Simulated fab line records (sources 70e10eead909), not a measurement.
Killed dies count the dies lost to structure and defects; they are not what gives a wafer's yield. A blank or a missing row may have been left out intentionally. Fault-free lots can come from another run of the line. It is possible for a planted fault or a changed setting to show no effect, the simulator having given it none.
fab line records + flow nand_harc
[record]
- lots = 14
- wafers = 42
- last_day = 33
route steps=1302 shown A_ZERO_WELL@401 A_ONON_D1@430
lots untouched by any fault: they come from a run of this same line in which no faults occurred
start_h: start of the lot's first displayed wafer, in hours after the record's first day + wait_h: hours from the lot's prior step to this one + " as in the row above + L1.1+2: a row that stands for several wafers + - either no value or no given start + * or withheld: withheld + < > ~ a bound
route shown NAME@n: names a module that has steps shown in the file, with the first one's number in the route + usual: average and standard deviation across the fault-free wafers + same: alike in all rows + chamber/n: place in a boat + sites: readings site by site + _std_site: the values' standard deviation + _edge_site: inner sites' mean taken away from outer sites' mean + radius_mm: how far each site lies from the wafer's centre + mask NAME#n: copy n + behind: tool/chamber where the wafer was last shaped + hold: reason for holding the lot/hours on hold/outcome of the hold + device: whichever transistor did not switch (one of n, p or np) + end of line: the tests these same wafers got at the end of their route + a step without rows: its recipe alone + killed: count of dies lost to structure and defects at first sort (not the wafer's yield) + map: a wafer's dies, x killed, . not, _ none there
set.NAME: the setting that was run; set.NAME@STEP: the one run at that earlier step + model.NAME: the simulator's own value behind a step, which no gauge read
a sample of lots followed through the steps of the route, with each step as a table and each wafer as a row
services: the hour from which a tool's chamber was out of use, counted from the record's first day as start_h (under 0 if before that day), plus the number of hours and why
[[steps]]
[step NHARC_A_ZERO_WELL_CD_MEAS_10]
[recipe]
- target_cd_nm = 2000
- landing_energy_ev = 500
[usual]
- cd_nm = 1999.1/2.3
| lot.wafer | tool      | chamber | start_h | wait_h | cd_nm  |
|-----------|-----------|---------|---------|--------|--------|
| L929.1    | cd_sem-02 | 0       | 132.05  | -      | 1998.4 |
| L929.3    | "         | 0       | "       | "      | 1996.9 |
| L929.5    | "         | 0       | "       | "      | 1999.9 |
| L931.1    | cd_sem-01 | 0       | 162.57  | -      | 2000.5 |
| L931.3    | "         | 0       | "       | "      | 1999.7 |
| L931.4    | "         | 0       | "       | "      | 1997.4 |
| L934.3    | cd_sem-01 | 0       | 192.48  | -      | 1997.8 |
| L934.5    | "         | 0       | "       | "      | 1995.5 |
| L934.6    | "         | 0       | "       | "      | 1999.6 |
| L935.1    | cd_sem-01 | 0       | 194.49  | -      | 2002.9 |
| L935.4    | "         | 0       | "       | "      | 1996.5 |
| L935.5    | "         | 0       | "       | "      | 1999.9 |
| L936.2    | cd_sem-03 | 0       | 207.96  | -      | 1995.8 |
| L936.3    | "         | 0       | "       | "      | 1997.3 |
| L936.6    | "         | 0       | "       | "      | 1996.9 |
| L938.1    | cd_sem-01 | 0       | 230.72  | -      | 2002.8 |
| L938.3    | "         | 0       | "       | "      | 2001.2 |
| L938.5    | "         | 0       | "       | "      | 1998.9 |
| L939.1    | cd_sem-02 | 0       | 241.50  | -      | 1995.7 |
| L939.3    | "         | 0       | "       | "      | 2001.2 |
| L939.5    | "         | 0       | "       | "      | 1997.7 |
| L940.2    | cd_sem-01 | 0       | 250.22  | -      | 2000.5 |
| L940.3    | "         | 0       | "       | "      | 2002.0 |
| L940.6    | "         | 0       | "       | "      | 2002.5 |
| L941.1    | cd_sem-02 | 0       | 253.97  | -      | 2001.2 |
| L941.3    | "         | 0       | "       | "      | 1996.9 |
| L941.4    | "         | 0       | "       | "      | 2000.0 |
| L943.1    | cd_sem-03 | 0       | 290.82  | -      | 1996.8 |
| L943.3    | "         | 0       | "       | "      | 2001.9 |
| L943.5    | "         | 0       | "       | "      | 2001.6 |
| L946.4    | cd_sem-03 | 0       | 314.83  | -      | 2002.2 |
| L946.5    | "         | 0       | "       | "      | 2000.5 |
| L946.6    | "         | 0       | "       | "      | 2000.6 |
| L950.1    | cd_sem-01 | 0       | 343.48  | -      | 1999.2 |
| L950.3    | "         | 0       | "       | "      | 1995.8 |
| L950.5    | "         | 0       | "       | "      | 1999.5 |
| L951.1    | cd_sem-01 | 0       | 353.65  | -      | 1997.0 |
| L951.4    | "         | 0       | "       | "      | 1993.3 |
| L951.6    | "         | 0       | "       | "      | 1994.5 |
| L952.1    | cd_sem-01 | 0       | 372.54  | -      | 1997.1 |
| L952.3    | "         | 0       | "       | "      | 1999.6 |
| L952.4    | "         | 0       | "       | "      | 2000.0 |
[step NHARC_A_ONON_D1_DEP_09]
[recipe]
- target_thk_a = 10000
- n2_flow_sccm = 2750
- n2o_flow_sccm = 2000
- nh3_flow_sccm = 500
- sih4_flow_sccm = 210
- temp_c = 400
[usual]
- nh3_flow_sccm = 499.7/1.5
| lot.wafer | tool          | chamber | start_h | wait_h | nh3_flow_sccm |
|-----------|---------------|---------|---------|--------|---------------|
| L929.1    | pecvd_onon-02 | 0       | 154.87  | 0.1    | 498.0         |
| L929.3    | "             | 0       | "       | "      | 498.0         |
| L929.5    | "             | 0       | "       | "      | 500.0         |
| L931.1    | pecvd_onon-04 | 0       | 187.14  | 0.1    | 499.1         |
| L931.3    | "             | 0       | "       | "      | 499.1         |
| L931.4    | "             | 0       | "       | "      | 499.7         |
| L935.1    | pecvd_onon-04 | 0       | 215.69  | 0.1    | 498.0         |
| L935.4    | "             | 0       | "       | "      | 499.1         |
| L935.5    | "             | 0       | "       | "      | 498.5         |
| L934.3    | pecvd_onon-01 | 0       | 215.79  | 0.2    | 499.9         |
| L934.5    | "             | 0       | "       | "      | 501.1         |
| L934.6    | "             | 0       | "       | "      | 499.3         |
| L936.2    | pecvd_onon-04 | 0       | 231.78  | 0.1    | 500.5         |
| L936.3    | "             | 0       | "       | "      | 500.9         |
| L936.6    | "             | 0       | "       | "      | 500.6         |
| L938.1    | pecvd_onon-01 | 0       | 257.39  | 0.1    | 497.9         |
| L938.3    | "             | 0       | "       | "      | 497.8         |
| L938.5    | "             | 0       | "       | "      | 500.0         |
| L939.1    | pecvd_onon-01 | 0       | 268.16  | 0.1    | 498.3         |
| L939.3    | "             | 0       | "       | "      | 496.5         |
| L939.5    | "             | 0       | "       | "      | 497.3         |
| L940.2    | pecvd_onon-02 | 0       | 275.45  | 0.1    | 497.9         |
| L940.3    | "             | 0       | "       | "      | 500.9         |
| L940.6    | "             | 0       | "       | "      | 501.2         |
| L941.1    | pecvd_onon-04 | 0       | 275.73  | 0.1    | 498.0         |
| L941.3    | "             | 0       | "       | "      | 502.8         |
| L941.4    | "             | 0       | "       | "      | 500.3         |
| L943.1    | pecvd_onon-02 | 0       | 315.80  | 0.1    | 499.9         |
| L943.3    | "             | 0       | "       | "      | 501.1         |
| L943.5    | "             | 0       | "       | "      | 498.2         |
| L946.4    | pecvd_onon-02 | 0       | 342.17  | 0.2    | 498.3         |
| L946.5    | "             | 0       | "       | "      | 500.3         |
| L946.6    | "             | 0       | "       | "      | 498.6         |
| L950.1    | pecvd_onon-04 | 0       | 367.55  | 0.2    | 500.4         |
| L950.3    | "             | 0       | "       | "      | 499.6         |
| L950.5    | "             | 0       | "       | "      | 499.4         |
| L951.1    | pecvd_onon-04 | 0       | 376.73  | 0.1    | 499.9         |
| L951.4    | "             | 0       | "       | "      | 500.5         |
| L951.6    | "             | 0       | "       | "      | 500.9         |
| L952.1    | pecvd_onon-01 | 0       | 396.06  | 0.1    | 499.6         |
| L952.3    | "             | 0       | "       | "      | 499.5         |
| L952.4    | "             | 0       | "       | "      | 497.1         |
[step NHARC_A_ONON_D1_THK_MEAS_11]
[recipe]
- thk_meas_gauge = ellipsometry
[usual]
- thk_nm = 1001/9.6
| lot.wafer | tool          | chamber | start_h | wait_h | thk_nm |
|-----------|---------------|---------|---------|--------|--------|
| L929.1    | film_metro-01 | -       | 155.39  | -      | 1004   |
| L929.3    | "             | -       | "       | "      | 1007   |
| L929.5    | "             | -       | "       | "      | 1004   |
| L931.1    | film_metro-02 | -       | 187.65  | -      | 1008   |
| L931.3    | "             | -       | "       | "      | 1006   |
| L931.4    | "             | -       | "       | "      | 1006   |
| L934.3    | film_metro-02 | -       | 216.18  | -      | 989    |
| L934.5    | "             | -       | "       | "      | 989    |
| L934.6    | "             | -       | "       | "      | 988    |
| L935.1    | film_metro-01 | -       | 216.21  | -      | 1021   |
| L935.4    | "             | -       | "       | "      | 1021   |
| L935.5    | "             | -       | "       | "      | 1019   |
| L936.2    | film_metro-01 | -       | 232.24  | -      | 1000   |
| L936.3    | "             | -       | "       | "      | 998    |
| L936.6    | "             | -       | "       | "      | 999    |
| L938.1    | film_metro-01 | -       | 257.90  | -      | 1007   |
| L938.3    | "             | -       | "       | "      | 1007   |
| L938.5    | "             | -       | "       | "      | 1007   |
| L939.1    | film_metro-02 | -       | 268.67  | -      | 981    |
| L939.3    | "             | -       | "       | "      | 978    |
| L939.5    | "             | -       | "       | "      | 983    |
| L940.2    | film_metro-01 | -       | 275.91  | -      | 998    |
| L940.3    | "             | -       | "       | "      | 998    |
| L940.6    | "             | -       | "       | "      | 996    |
| L941.1    | film_metro-01 | -       | 276.25  | -      | 1004   |
| L941.3    | "             | -       | "       | "      | 1002   |
| L941.4    | "             | -       | "       | "      | 1004   |
| L943.1    | film_metro-02 | -       | 316.31  | -      | 1009   |
| L943.3    | "             | -       | "       | "      | 914    |
| L943.5    | "             | -       | "       | "      | 1010   |
| L946.4    | film_metro-02 | -       | 342.51  | -      | 1017   |
| L946.5    | "             | -       | "       | "      | 1016   |
| L946.6    | "             | -       | "       | "      | 922    |
| L950.1    | film_metro-01 | -       | 368.06  | -      | 996    |
| L950.3    | "             | -       | "       | "      | 996    |
| L950.5    | "             | -       | "       | "      | 996    |
| L951.1    | film_metro-01 | -       | 377.26  | -      | 994    |
| L951.4    | "             | -       | "       | "      | 993    |
| L951.6    | "             | -       | "       | "      | 993    |
| L952.1    | film_metro-01 | -       | 396.57  | -      | 994    |
| L952.3    | "             | -       | "       | "      | 993    |
| L952.4    | "             | -       | "       | "      | 994    |
[step NHARC_A_ONON_D1_INSPECT_32]
[usual]
- raw_defect_count = 71/21
| lot.wafer | tool              | chamber | start_h | wait_h | raw_defect_count |
|-----------|-------------------|---------|---------|--------|------------------|
| L929.1    | defect_inspect-02 | -       | 166.92  | 0.0    | 81               |
| L929.3    | "                 | -       | "       | "      | 102              |
| L929.5    | "                 | -       | "       | "      | 94               |
| L931.1    | defect_inspect-01 | -       | 200.61  | 0.0    | 45               |
| L931.3    | "                 | -       | "       | "      | 91               |
| L931.4    | "                 | -       | "       | "      | 96               |
| L935.1    | defect_inspect-01 | -       | 228.54  | 0.0    | 64               |
| L935.4    | "                 | -       | "       | "      | 69               |
| L935.5    | "                 | -       | "       | "      | 43               |
| L934.3    | defect_inspect-01 | -       | 228.57  | 0.0    | 91               |
| L934.5    | "                 | -       | "       | "      | 94               |
| L934.6    | "                 | -       | "       | "      | 81               |
| L936.2    | defect_inspect-01 | -       | 246.81  | 0.0    | 61               |
| L936.3    | "                 | -       | "       | "      | 64               |
| L936.6    | "                 | -       | "       | "      | 80               |
| L938.1    | defect_inspect-02 | -       | 269.09  | 0.0    | 78               |
| L938.3    | "                 | -       | "       | "      | 63               |
| L938.5    | "                 | -       | "       | "      | 127              |
| L939.1    | defect_inspect-02 | -       | 279.80  | 0.0    | 91               |
| L939.3    | "                 | -       | "       | "      | 45               |
| L939.5    | "                 | -       | "       | "      | 47               |
| L940.2    | defect_inspect-02 | -       | 287.63  | 0.0    | 97               |
| L940.3    | "                 | -       | "       | "      | 75               |
| L940.6    | "                 | -       | "       | "      | 113              |
| L941.1    | defect_inspect-01 | -       | 287.64  | 0.0    | 106              |
| L941.3    | "                 | -       | "       | "      | 51               |
| L941.4    | "                 | -       | "       | "      | 75               |
| L943.1    | defect_inspect-01 | -       | 328.30  | 0.0    | 93               |
| L943.3    | "                 | -       | "       | "      | 41               |
| L943.5    | "                 | -       | "       | "      | 87               |
| L946.4    | defect_inspect-02 | -       | 354.81  | 0.0    | 43               |
| L946.5    | "                 | -       | "       | "      | 52               |
| L946.6    | "                 | -       | "       | "      | 43               |
| L950.1    | defect_inspect-02 | -       | 379.16  | 0.0    | 46               |
| L950.3    | "                 | -       | "       | "      | 33               |
| L950.5    | "                 | -       | "       | "      | 42               |
| L951.1    | defect_inspect-02 | -       | 390.17  | 0.0    | 73               |
| L951.4    | "                 | -       | "       | "      | 90               |
| L951.6    | "                 | -       | "       | "      | 84               |
| L952.1    | defect_inspect-02 | -       | 412.09  | 0.0    | 62               |
| L952.3    | "                 | -       | "       | "      | 117              |
| L952.4    | "                 | -       | "       | "      | 68               |
[[services]]
| tool          | chamber | start_h | hours | kind   |
|---------------|---------|---------|-------|--------|
| pecvd_onon-02 | -       | 185.00  | 13.0  | pm     |
| pecvd_onon-01 | -       | 269.34  | 13.0  | pm     |
| pecvd_onon-02 | -       | 298.05  | 13.9  | repair |
| pecvd_onon-04 | -       | 311.11  | 13.0  | pm     |
| pecvd_onon-02 | -       | 366.00  | 13.0  | pm     |
[[key]]
[first_sign]
- step = NHARC_A_ONON_D1_THK_MEAS_11
- reading = thk_nm
- direction = down
- sigmas = 8.6
- usual = 1001
- struck = 918
effect none on later readings
met_at NHARC_A_ONON_D1_DEP_09
struck_lots L943,L946
struck_wafers L943.3,L946.6
later_rows_left_out L943.3,L946.6
sort_left_out L943.3,L946.6
tester_left_out L943,L946
not_acting_at NHARC_A_ZERO_WELL_CD_MEAS_10,NHARC_A_ONON_D1_INSPECT_32
onset_between 275.45 315.80
[fault]
- kind = process_parameter_drift
- tool = pecvd_onon-02
- chamber = -
- onset_h = 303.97
- steps = NHARC_A_ONON_D1_DEP_09
- channel = target_thk_a
- offset = *
- shape = step
- end_h = 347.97
- scope = struck_wafers_only
- acts_in = *
- stated = *
// tester_left_out: of these lots the tester's yield and bins aren't shown, on N5 and GAA mostly nor the transistor test; their killed dies are dies lost to structure and defects alone, not to doping, threshold or leakage, so they don't give the yield
// sort_left_out: the simulated sort isn't trusted on such a fault, so these wafers' sort isn't shown, and their yield isn't known
// later_rows_left_out: the simulator's readings of these wafers behind a module that went badly wrong aren't trusted and aren't shown, but for the sort
